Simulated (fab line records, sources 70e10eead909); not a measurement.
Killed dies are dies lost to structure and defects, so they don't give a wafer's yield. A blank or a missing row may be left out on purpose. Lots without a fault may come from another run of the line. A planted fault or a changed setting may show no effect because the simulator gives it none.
fab line records | flow nand_harc
record lots=15 wafers=45 last_day=24
route steps=1159 shown P_M1@296 P_M2@325
lots that met no fault: from a run of the same line without faults
start_h: hours from the record's first day to the start of the lot's first wafer shown | wait_h: hours since the lot's step before | " the same as in the row above | L1.1+2: a row that stands for several wafers | - no value, or no start given | * or withheld: withheld | < > ~ a bound
route shown NAME@n: a module of which the file shows steps, and the number in the route of the first | usual: mean/standard deviation of fault-free wafers | same: alike in all rows | chamber/n: place in a boat | sites: the reading at each site | _std_site: their standard deviation | _edge_site: outer sites' mean less inner sites' | radius_mm: how far each site lies from the wafer's centre | mask NAME#n: copy n | behind: the tool/chamber that last shaped the wafer | hold: why the lot was held/for how many hours/how that ended | device: the transistor (n, p or np) that didn't switch | end of line: the same wafers' tests at the end of the route | a step without rows: its recipe alone | killed: dies lost to structure and defects at the first sort, not the wafer's yield | map: a wafer's dies, x killed, . not, _ none there
set.NAME: the setting as run; set.NAME@STEP: as run at that earlier step | model.NAME: the simulator's own value behind a step, which no gauge read
steps of the route over a sample of lots; a table a step, a row a wafer
services: from which hour (start_h, from the record's first day; less than 0 if before it) a tool's chamber was out of use, for how many hours, and why
## steps
# step NHARC_P_M1_OVL_MEAS_10
# recipe pitch_nm=260
# usual overlay_x_nm=-0.1/0.84 overlay_y_nm=0.2/0.64
# columns lot.wafer tool chamber start_h wait_h overlay_x_nm overlay_y_nm
L493.1 overlay-01 - 114.70 - 0.6 0.0
L493.4 " - " " 0.7 0.6
L493.5 " - " " 0.2 0.4
L496.4 overlay-01 - 138.95 - -1.1 -0.2
L496.5 " - " " -0.8 0.5
L496.6 " - " " -1.2 -0.1
L495.3 overlay-02 - 139.60 - -1.0 -0.7
L495.4 " - " " -1.6 0.3
L495.5 " - " " -1.0 0.8
L497.1 overlay-02 - 142.61 - 0.1 0.6
L497.2 " - " " 0.1 0.9
L497.6 " - " " 0.5 1.1
L494.2 overlay-01 - 142.77 - 0.4 0.7
L494.4 " - " " 0.6 0.4
L494.6 " - " " 0.8 0.5
L498.2 overlay-01 - 157.67 - 0.2 0.9
L498.4 " - " " -0.1 0.6
L498.6 " - " " 0.7 0.7
L499.1 overlay-01 - 160.38 - 0.3 0.9
L499.2 " - " " 0.2 0.7
L499.6 " - " " 0.1 0.8
L500.2 overlay-02 - 161.53 - -0.6 0.0
L500.3 " - " " -0.7 -0.2
L500.5 " - " " -0.7 0.6
L506.4 overlay-02 - 196.00 - 0.3 0.9
L506.5 " - " " 0.2 1.2
L506.6 " - " " -0.2 1.3
L503.1 overlay-01 - 196.57 - 0.2 -0.3
L503.2 " - " " 0.0 -1.0
L503.4 " - " " -0.5 -0.7
L504.1 overlay-01 - 206.10 - 0.0 0.0
L504.3 " - " " 0.5 0.2
L504.5 " - " " 0.2 -0.1
L509.1 overlay-01 - 215.73 - 0.3 0.7
L509.2 " - " " 0.3 1.0
L509.3 " - " " 0.1 0.9
L510.3 overlay-01 - 219.61 - 0.3 -0.5
L510.5 " - " " 0.2 0.1
L510.6 " - " " 0.5 0.0
L512.2 overlay-02 - 228.81 - -0.6 0.0
L512.4 " - " " -0.9 -0.7
L512.6 " - " " -0.4 -0.9
L516.1 overlay-02 - 269.80 - -1.1 -0.9
L516.2 " - " " -1.5 -0.8
L516.3 " - " " -1.6 -0.7
# step NHARC_P_M1_DEP_33
# recipe target_thk_a=300 temp_c=370 target_thk_nm=30 pressure_torr=3 flow_sccm=200 rf_w=450 material=SiCN
# usual heater_power_w=591/80 susceptor_temp_C=369.97/0.2
# columns lot.wafer tool chamber start_h wait_h heater_power_w susceptor_temp_C
L493.1 pecvd-04 0 117.64 0.1 530 370.15
L493.4 " 1 " " 482 369.87
L493.5 " 2 " " 567 370.12
L496.5 pecvd-01 1 142.16 0.2 676 369.90
L496.4 " 2 " " 443 369.76
L496.6 " 0 " " 532 369.87
L495.3 pecvd-02 0 142.52 0.1 644 369.88
L495.5 " 2 " " 761 369.82
L495.4 " 0 " " 637 369.87
L497.1 pecvd-01 2 145.52 0.1 496 369.90
L497.2 " 0 " " 571 369.55
L497.6 " 2 " " 485 370.08
L494.2 pecvd-02 0 145.73 0.1 612 369.57
L494.4 " 1 " " 641 369.83
L494.6 " 0 " " 651 369.77
L498.2 pecvd-01 1 160.58 0.1 589 369.83
L498.4 " 0 " " 622 369.72
L498.6 " 1 " " 579 369.80
L499.1 pecvd-01 2 163.30 0.1 528 369.76
L499.2 " 0 " " 570 370.16
L499.6 " 0 " " 577 369.68
L500.2 pecvd-01 0 164.35 0.1 606 370.01
L500.3 " 1 " " 648 369.92
L500.5 " 0 " " 583 369.53
L506.5 pecvd-01 0 199.05 0.2 516 370.10
L506.4 " 1 " " 691 370.20
L506.6 " 2 " " 442 369.93
L503.1 pecvd-02 2 199.68 0.1 737 369.93
L503.2 " 0 " " 553 369.90
L503.4 " 2 " " 739 370.40
L504.1 pecvd-02 2 208.95 0.1 725 369.96
L504.3 " 1 " " 609 369.77
L504.5 " 2 " " 721 370.15
L509.3 pecvd-02 0 218.58 0.1 631 369.94
L509.2 " 1 " " 637 370.03
L509.1 " 2 " " 723 370.16
L510.3 pecvd-04 0 222.42 0.1 449 370.21
L510.6 " 0 " " 442 370.09
L510.5 " 2 " " 609 369.99
L512.2 pecvd-04 0 231.64 0.1 449 370.28
L512.4 " 0 " " 451 370.23
L512.6 " 1 " " 509 369.73
L516.1 pecvd-04 2 272.76 0.1 574 370.00
L516.3 " 0 " " 509 369.89
L516.2 " 1 " " 568 369.96
# step NHARC_P_M2_EXPOSE_06
# recipe na=1.35 target_cd_nm=170 dose_mj=80.78 mask_id=P_M2
# usual exposure_dose_mJ_cm2=81.8/0.6
# same na=1.35
# columns lot.wafer tool chamber start_h wait_h mask exposure_dose_mJ_cm2
L493.1 arfi_scanner-03 0 118.65 - P_M2#0 82.4
L493.4 " 0 " " P_M2#0 82.2
L493.5 " 0 " " P_M2#0 82.1
L496.4 arfi_scanner-02 0 143.16 - P_M2#0 82.1
L496.5 " 0 " " P_M2#0 82.1
L496.6 " 0 " " P_M2#0 82.1
L495.3 arfi_scanner-02 0 143.58 - P_M2#0 82.1
L495.4 " 0 " " P_M2#0 82.0
L495.5 " 0 " " P_M2#0 81.9
L497.1 arfi_scanner-03 0 146.68 - P_M2#0 82.2
L497.2 " 0 " " P_M2#0 82.2
L497.6 " 0 " " P_M2#0 82.1
L494.2 arfi_scanner-02 0 147.03 - P_M2#0 82.0
L494.4 " 0 " " P_M2#0 82.1
L494.6 " 0 " " P_M2#0 82.2
L498.2 arfi_scanner-01 0 161.69 - P_M2#0 80.7
L498.4 " 0 " " P_M2#0 80.7
L498.6 " 0 " " P_M2#0 80.8
L499.1 arfi_scanner-02 0 164.41 - P_M2#0 82.2
L499.2 " 0 " " P_M2#0 82.0
L499.6 " 0 " " P_M2#0 82.1
L500.2 arfi_scanner-03 0 165.46 - P_M2#0 82.4
L500.3 " 0 " " P_M2#0 82.3
L500.5 " 0 " " P_M2#0 82.3
L506.4 arfi_scanner-02 0 200.02 - P_M2#0 63.3
L506.5 " 0 " " P_M2#0 63.1
L506.6 " 0 " " P_M2#0 63.3
L503.1 arfi_scanner-01 0 200.85 - P_M2#0 80.8
L503.2 " 0 " " P_M2#0 80.9
L503.4 " 0 " " P_M2#0 80.9
L504.1 arfi_scanner-02 0 210.06 - P_M2#0 67.1
L504.3 " 0 " " P_M2#0 67.1
L504.5 " 0 " " P_M2#0 67.1
L509.1 arfi_scanner-01 0 219.57 - P_M2#0 80.8
L509.2 " 0 " " P_M2#0 80.7
L509.3 " 0 " " P_M2#0 80.8
L510.3 arfi_scanner-02 0 223.51 - P_M2#0 70.0
L510.5 " 0 " " P_M2#0 70.0
L510.6 " 0 " " P_M2#0 70.1
L512.2 arfi_scanner-03 0 232.76 - P_M2#0 82.3
L512.4 " 0 " " P_M2#0 82.3
L512.6 " 0 " " P_M2#0 82.3
L516.1 arfi_scanner-01 0 273.86 - P_M2#0 80.9
L516.2 " 0 " " P_M2#0 80.7
L516.3 " 0 " " P_M2#0 80.6
# step NHARC_P_M2_CD_MEAS_09
# recipe target_cd_nm=170 landing_energy_ev=500
# usual cd_nm=170.2/0.56
# columns lot.wafer tool chamber start_h wait_h cd_nm
L493.1 cd_sem-01 0 118.79 - 169.1
L493.4 " 0 " " 170.4
L493.5 " 0 " " 169.7
L496.4 cd_sem-02 0 143.29 - 170.5
L496.5 " 0 " " 171.0
L496.6 " 0 " " 170.8
L495.3 cd_sem-02 0 143.71 - 169.5
L495.4 " 0 " " 169.4
L495.5 " 0 " " 169.3
L497.1 cd_sem-01 0 146.82 - 170.1
L497.2 " 0 " " 170.2
L497.6 " 0 " " 169.8
L494.2 cd_sem-02 0 147.17 - 170.3
L494.4 " 0 " " 170.0
L494.6 " 0 " " 170.0
L498.2 cd_sem-03 0 161.83 - 169.7
L498.4 " 0 " " 170.1
L498.6 " 0 " " 170.1
L499.1 cd_sem-02 0 164.55 - 169.6
L499.2 " 0 " " 170.6
L499.6 " 0 " " 170.4
L500.2 cd_sem-03 0 165.60 - 170.9
L500.3 " 0 " " 169.8
L500.5 " 0 " " 170.4
L506.4 cd_sem-02 0 200.15 - 155.0
L506.5 " 0 " " 155.3
L506.6 " 0 " " 155.0
L503.1 cd_sem-01 0 200.99 - 170.5
L503.2 " 0 " " 170.0
L503.4 " 0 " " 170.2
L504.1 cd_sem-03 0 210.21 - 157.4
L504.3 " 0 " " 158.0
L504.5 " 0 " " 158.1
L509.1 cd_sem-03 0 219.71 - 170.2
L509.2 " 0 " " 170.6
L509.3 " 0 " " 169.5
L510.3 cd_sem-01 0 223.64 - 160.4
L510.5 " 0 " " 160.6
L510.6 " 0 " " 160.5
L512.2 cd_sem-02 0 232.91 - 170.4
L512.4 " 0 " " 169.6
L512.6 " 0 " " 170.2
L516.1 cd_sem-03 0 274.01 - 170.9
L516.2 " 0 " " 169.4
L516.3 " 0 " " 170.2
# step NHARC_P_M2_ETCH_28
# recipe target_depth_a=300 over_etch_frac=0.3 time_s=72.99 ion_energy_ev=150 cf4_flow_sccm=50 n2_flow_sccm=100 ar_flow_sccm=150 rf_w=300 bias_w=100 chemistry=CF4/N2
# usual bias_w=99.97/0.3 drypump_motor_current_A=5.7/0.42 mfc_ar_sccm=150.0/0.43 oes_product_au=0.999/0.0092 rf_vpp_V=314.9/2 showerhead_plenum_p_Torr=2.68/0.1 throttle_valve_pct=19.793/0.0093
# columns lot.wafer tool chamber start_h wait_h bias_w drypump_motor_current_A mfc_ar_sccm oes_product_au rf_hours_counter_h rf_vpp_V showerhead_plenum_p_Torr throttle_valve_pct
L493.4 rie_diel-03 0 - - 100.40 5.7 151.1 1.002 3 315.1 2.67 19.805
L493.1 " 1 " " 100.02 5.2 150.0 1.004 3 310.9 2.51 19.787
L493.5 " 0 " " 99.94 5.7 151.0 0.987 - 315.6 2.67 19.778
L496.4 rie_diel-03 0 - - 100.51 5.7 149.3 0.993 4 315.6 2.67 19.793
L496.6 " 3 " " 100.21 5.7 150.1 0.988 - 316.7 2.78 19.803
L496.5 " 0 " " 100.55 5.6 150.3 0.999 - 316.1 2.67 19.795
L495.4 rie_diel-03 1 - - 99.96 5.2 150.1 1.008 4 311.5 2.51 19.788
L495.3 " 2 " " 100.05 5.6 150.2 0.999 4 315.9 2.77 19.809
L495.5 " 0 " " 100.11 5.6 150.0 0.987 - 313.7 2.67 19.796
L497.2 rie_diel-12 3 - - 99.43 5.2 150.2 0.994 21 316.1 2.76 19.776
L497.1 " 0 " " 99.81 5.4 149.5 1.008 19 313.8 2.61 19.791
L497.6 " 3 " " 100.05 5.2 150.1 0.995 - 316.8 2.76 19.795
L494.2 rie_diel-12 0 - - 99.54 5.4 149.2 1.001 19 315.0 2.61 19.802
L494.4 " 2 " " 100.11 6.3 150.0 0.999 19 317.2 2.81 19.792
L494.6 " 0 " " 99.62 5.4 149.8 0.999 - 315.7 2.61 19.788
L498.2 rie_diel-12 0 - - 100.04 5.4 150.7 0.999 21 313.7 2.61 19.799
L498.4 " 1 " " 100.32 6.2 150.0 0.988 21 314.6 2.73 19.803
L498.6 " 3 " " 99.89 5.3 150.4 0.998 - 315.9 2.76 19.803
L499.1 rie_diel-09 1 - - 100.21 6.8 150.4 0.986 27 315.1 2.63 19.774
L499.2 " 2 " " 100.21 5.3 149.9 0.995 27 316.1 2.74 19.788
L499.6 " 1 " " 100.32 6.8 149.8 0.991 - 313.7 2.63 19.787
L500.3 rie_diel-03 3 - - 100.17 5.8 150.6 1.005 4 315.8 2.78 19.792
L500.2 " 0 " " 99.98 5.6 149.4 0.997 5 315.6 2.67 19.808
L500.5 " 0 " " 100.13 5.6 150.0 1.006 - 316.0 2.67 19.789
L506.4 rie_diel-12 0 - - 100.33 5.3 150.3 0.994 26 313.8 2.61 19.804
L506.6 " 0 " " 100.11 5.4 150.0 0.995 - 315.1 2.61 19.795
L506.5 " 1 " " 100.09 6.2 150.0 0.997 - 315.0 2.73 19.807
L503.4 rie_diel-03 0 - - 99.84 5.6 150.3 0.999 6 313.1 2.67 19.782
L503.2 " 2 " " 100.41 5.6 149.8 1.011 6 316.9 2.77 19.795
L503.1 " 3 " " 99.89 5.7 150.5 1.006 6 314.3 2.78 19.799
L504.3 rie_diel-03 2 - - 100.24 5.6 149.7 1.000 6 316.4 2.77 19.791
L504.1 " 1 " " 100.27 5.2 150.4 1.012 6 312.0 2.51 19.796
L504.5 " 3 " " 100.25 5.7 150.1 1.006 - 316.8 2.78 19.791
L509.1 rie_diel-09 2 - - 99.79 5.3 149.2 0.999 46 316.0 2.73 19.786
L509.3 " 3 " " 99.31 5.3 149.0 0.997 52 316.3 2.70 19.801
L509.2 " 1 " " 100.28 6.8 150.2 0.996 46 314.5 2.62 19.789
L510.3 rie_diel-09 3 - - 99.81 5.3 149.8 1.001 54 314.7 2.70 19.797
L510.6 " 1 " " 99.83 6.8 150.1 1.002 - 313.4 2.62 19.785
L510.5 " 2 " " 100.05 5.4 150.3 1.000 - 315.1 2.73 19.804
L512.2 rie_diel-09 0 - - 99.36 5.7 150.3 0.987 57 311.6 2.47 19.791
L512.4 " 1 " " 99.98 6.8 150.3 0.988 51 314.2 2.62 19.797
L512.6 " 3 " " 100.15 5.3 149.6 0.998 - 315.2 2.70 19.780
L516.3 rie_diel-03 1 - - 99.52 5.2 150.1 0.990 2 311.8 2.51 19.798
L516.1 " 2 " " 100.28 5.6 150.4 0.997 2 317.1 2.77 19.797
L516.2 " 3 " " 100.37 5.7 150.7 0.990 2 317.1 2.78 19.773
## services
# columns tool chamber start_h hours kind
rie_diel-12 2 101.17 3.5 repair
pecvd-01 - 107.77 2.6 repair
rie_diel-12 0 112.39 14.9 repair
rie_diel-03 - 118.65 0.5 repair
arfi_scanner-03 - 140.00 4.0 pm
arfi_scanner-01 - 140.77 4.0 pm
pecvd-02 2 145.66 14.2 repair
arfi_scanner-01 - 146.19 5.9 repair
pecvd-02 - 153.32 13.0 pm
rie_diel-03 2 154.61 3.8 repair
arfi_scanner-01 - 155.75 1.9 repair
rie_diel-03 3 161.90 2.7 repair
pecvd-04 - 188.84 1.5 repair
pecvd-04 - 195.27 13.0 pm
rie_diel-12 - 202.40 9.0 pm
rie_diel-03 - 215.30 9.0 pm
arfi_scanner-03 - 216.79 1.1 repair
rie_diel-12 3 225.81 4.9 repair
pecvd-02 - 231.10 0.5 repair
pecvd-04 2 236.04 5.6 repair
pecvd-01 - 237.19 13.0 pm
rie_diel-03 0 248.75 3.0 repair
arfi_scanner-02 - 256.00 4.0 pm
arfi_scanner-02 - 266.44 0.6 repair
## key
first_sign step=NHARC_P_M2_EXPOSE_06 reading=exposure_dose_mJ_cm2 direction=down sigmas=25 usual=81.8 struck=66.8
effect step=NHARC_P_M2_CD_MEAS_09 reading=cd_nm direction=down sigmas=22 usual=170.2 struck=157.8 through=control_loop
met_at NHARC_P_M2_EXPOSE_06
struck_lots L504,L506,L510
sort_left_out L504.1,L504.3,L504.5,L506.4,L506.5,L506.6,L510.3,L510.5,L510.6
loop_trim step=NHARC_P_M2_EXPOSE_06 setting=dose lots=L504,L510
not_acting_at NHARC_P_M1_OVL_MEAS_10,NHARC_P_M1_DEP_33,NHARC_P_M2_ETCH_28
onset_between 164.41 200.02
fault kind=process_parameter_drift tool=arfi_scanner-02 chamber=- onset_h=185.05 steps=NHARC_P_M2_EXPOSE_06 channel=dose_mj offset=-18.826 shape=step acts_in=these_recipes_only stated=80.78
# sort_left_out: the simulated sort isn't trusted on such a fault, so these wafers' sort isn't shown, and their yield isn't known
# loop_trim: a control loop set the setting to another value than it would have without faults
